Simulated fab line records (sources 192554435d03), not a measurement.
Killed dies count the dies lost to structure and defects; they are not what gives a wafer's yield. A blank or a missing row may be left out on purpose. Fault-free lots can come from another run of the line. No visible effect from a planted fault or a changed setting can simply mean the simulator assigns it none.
Matching of chambers + flow n5-finfet + N5_BEOL_M9_DEP_56 on pecvd-04: 3 sister chambers
The step deposits SiCN from 3MS/NH3, target thk 15 nm, time 26.5 s. 16 wafers are shown with their chamber, then 8 later ones without.

## WAFERS WITH THEIR CHAMBER
| wafer  | chamber | throttle-valve-pct (%) | showerhead-plenum-p-Torr (Torr) |
|--------|---------|------------------------|---------------------------------|
| L076.1 | 0       | 9.5                    | 3.686                           |
| L076.2 | 2       | 9.3                    | 3.686                           |
| L076.5 | 0       | 9.4                    | 3.692                           |
| L077.1 | 2       | 9.2                    | 3.682                           |
| L077.3 | 1       | 10.0                   | 3.642                           |
| L077.5 | 1       | 10.1                   | 3.641                           |
| L085.1 | 2       | 9.4                    | 3.676                           |
| L085.2 | 0       | 9.4                    | 3.687                           |
| L085.6 | 0       | 9.4                    | 3.695                           |
| L087.3 | 1       | 10.2                   | 3.637                           |
| L087.5 | 0       | 9.3                    | 3.695                           |
| L087.6 | 2       | 9.2                    | 3.685                           |
| L090.2 | 0       | 9.6                    | 3.687                           |
| L090.3 | 1       | 10.1                   | 3.655                           |
| L090.4 | 2       | 9.3                    | 3.674                           |
| L088.1 | 1       | 10.1                   | 3.641                           |

SIGNATURES (means of the wafers above)
| reading                  | chamber 0 | chamber 1 | chamber 2 | scatter within a chamber |
|--------------------------|-----------|-----------|-----------|--------------------------|
| throttle-valve-pct       | 9.433     | 10.100    | 9.280     | 0.0883                   |
| showerhead-plenum-p-Torr | 3.69033   | 3.64320   | 3.68060   | 0.00549                  |
Rule: distance of a wafer from a chamber = root of the sum over the readings of ((wafer's reading minus chamber's mean) / reading's scatter) squared. If the next closest chamber is less than 2 further off than the closest, the wafer can't be placed; otherwise it belongs to the closest. How the scatter is found: for the shown wafers, subtract from each reading the mean of its chamber, square and add these, divide the total by (wafers less chambers), then take the root.

## WAFERS WHOSE CHAMBER IS MISSING
| wafer  | throttle-valve-pct (%) | showerhead-plenum-p-Torr (Torr) |
|--------|------------------------|---------------------------------|
| L088.2 | 9.5                    | 3.697                           |
| L088.5 | 9.2                    | 3.682                           |
| L091.3 | 9.5                    | 3.705                           |
| L091.5 | 9.1                    | 3.686                           |
| L091.6 | 10.0                   | 3.641                           |
| L093.1 | 10.0                   | 3.647                           |
| L093.4 | 10.0                   | 3.647                           |
| L093.5 | 9.6                    | 3.689                           |

## WHICH CHAMBER EACH ONE RAN IN
| wafer  | from the rows above     | in truth                   |
|--------|-------------------------|----------------------------|
| L088.2 | 0                       | 0                          |
| L088.5 | 2                       | 2                          |
| L091.3 | 0                       | 0                          |
| L091.5 | can't be placed: 2 or 0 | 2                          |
| L091.6 | 1                       | 1                          |
| L093.1 | 1                       | 1                          |
| L093.4 | 1                       | 1                          |
| L093.5 | 0                       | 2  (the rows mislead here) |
6 of 8 placed correctly. Not placeable from these rows: 1 (in 1, the candidates include the true chamber). Placed wrongly: 1.
